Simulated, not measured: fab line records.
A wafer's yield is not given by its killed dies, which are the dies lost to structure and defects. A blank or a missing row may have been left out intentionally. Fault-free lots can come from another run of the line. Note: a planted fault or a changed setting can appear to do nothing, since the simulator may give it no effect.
Comparing a struck lot with a sound one :: flow nand_harc :: 16 steps out of a route of 1302
Sound: wafers L383.2, L383.3, L383.4. Struck: wafers L398.3, L398.5, L398.6. The cause is given at the end.
Per side, at each step with rows, come the tool, then ch with its chambers, and then its first start. Under that, the readings that differ: sound wafers :: struck wafers :: difference of the means :: sigmas: that difference in standard deviations of wafers without a fault.
alike: readings with means less than 2 such deviations apart, plus words and numbers identical on both sides. not compared: withheld readings, readings lacking a value on some wafer, bounds such as >300 that could conceal the same value, and numbers that have no deviation in the record and whose values overlap.
The two part at a step that has a row with sigmas, a row that says differs or no value, or rows on one side only. Non-overlapping numbers with no deviation appear without sigmas and do not part them. A reading that every wafer of one side lacks parts them only if that side has two wafers or more.

NHARC_A_STAIRCASE_CMP_472: polishes SiO2.
  sound on cmp-04 ch 0,1,2, day 20 08:34; struck on cmp-01 ch 0,1,2, day 26 19:20
  alike: edge_zone_pressure_frac, motor_current_A, slurry_flow_ml_min
after that, 1 step had no rows for these wafers: NHARC_A_STAIRCASE_SRD_474.
NHARC_A_STAIRCASE_INSPECT_155:
  sound on defect_inspect-02 at day 20 08:53; struck on defect_inspect-02 at day 26 19:37
  alike: raw_defect_count
NHARC_A_SGD_CUT_DEP_00: deposits SiNx, target thk 50 nm.
  sound on pecvd-03 ch 0,1,2, day 20 08:56; struck on pecvd-03 ch 0,1,2, day 26 19:45
  alike: heater_power_w
then, 7 steps without rows for these wafers: NHARC_A_SGD_CUT_DEHYDRATE_01 (time 120 s); NHARC_A_SGD_CUT_HMDS_02 (time 30 s); NHARC_A_SGD_CUT_COAT_56 (time 75 s); NHARC_A_SGD_CUT_COAT_57 (time 65 s); NHARC_A_SGD_CUT_COAT_03 (resist thk 90 nm); NHARC_A_SGD_CUT_SOFTBAKE_04 (time 55 s); NHARC_A_SGD_CUT_EBR_05.
NHARC_A_SGD_CUT_EXPOSE_06: exposes mask SGD.
  sound on arfi_scanner-01 ch 0, day 20 09:32; struck on arfi_scanner-01 ch 0, day 26 20:17
reading: exposure_dose_mJ_cm2
sound: 85.65 85.58 85.61
struck: 99.03 99.03 98.95
difference: +13.39
sigmas: +99 or more
  alike: mask
then, 2 steps without rows for these wafers: NHARC_A_SGD_CUT_PEB_07 (peb time 65 s); NHARC_A_SGD_CUT_DEVELOP_08 (develop time 35 s).
NHARC_A_SGD_CUT_CD_MEAS_09: the cd target is 100 nm.
  sound on cd_sem-01 ch 0, day 20 09:40; struck on cd_sem-03 ch 0, day 26 20:25
reading: cd_nm (nm)
sound: 99.1 99.1 99.3
struck: 110.6 110.4 111.2
difference: +11.6
sigmas: +27
NHARC_A_SGD_CUT_OVL_MEAS_10:
  sound on overlay-02 at day 20 09:45; struck on overlay-01 at day 26 20:31
  alike: overlay_x_nm, overlay_y_nm

## WHERE THEY PART
Last at NHARC_A_SGD_CUT_CD_MEAS_09 as far as this record goes, first at NHARC_A_SGD_CUT_EXPOSE_06. Later steps at which nothing parts them and some readings are alike: NHARC_A_SGD_CUT_OVL_MEAS_10.

WHY: the cause the simulator had injected
Process parameter drift: arfi_scanner-01, from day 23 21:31 on, at NHARC_A_SGD_CUT_EXPOSE_06. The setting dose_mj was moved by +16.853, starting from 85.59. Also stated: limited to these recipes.
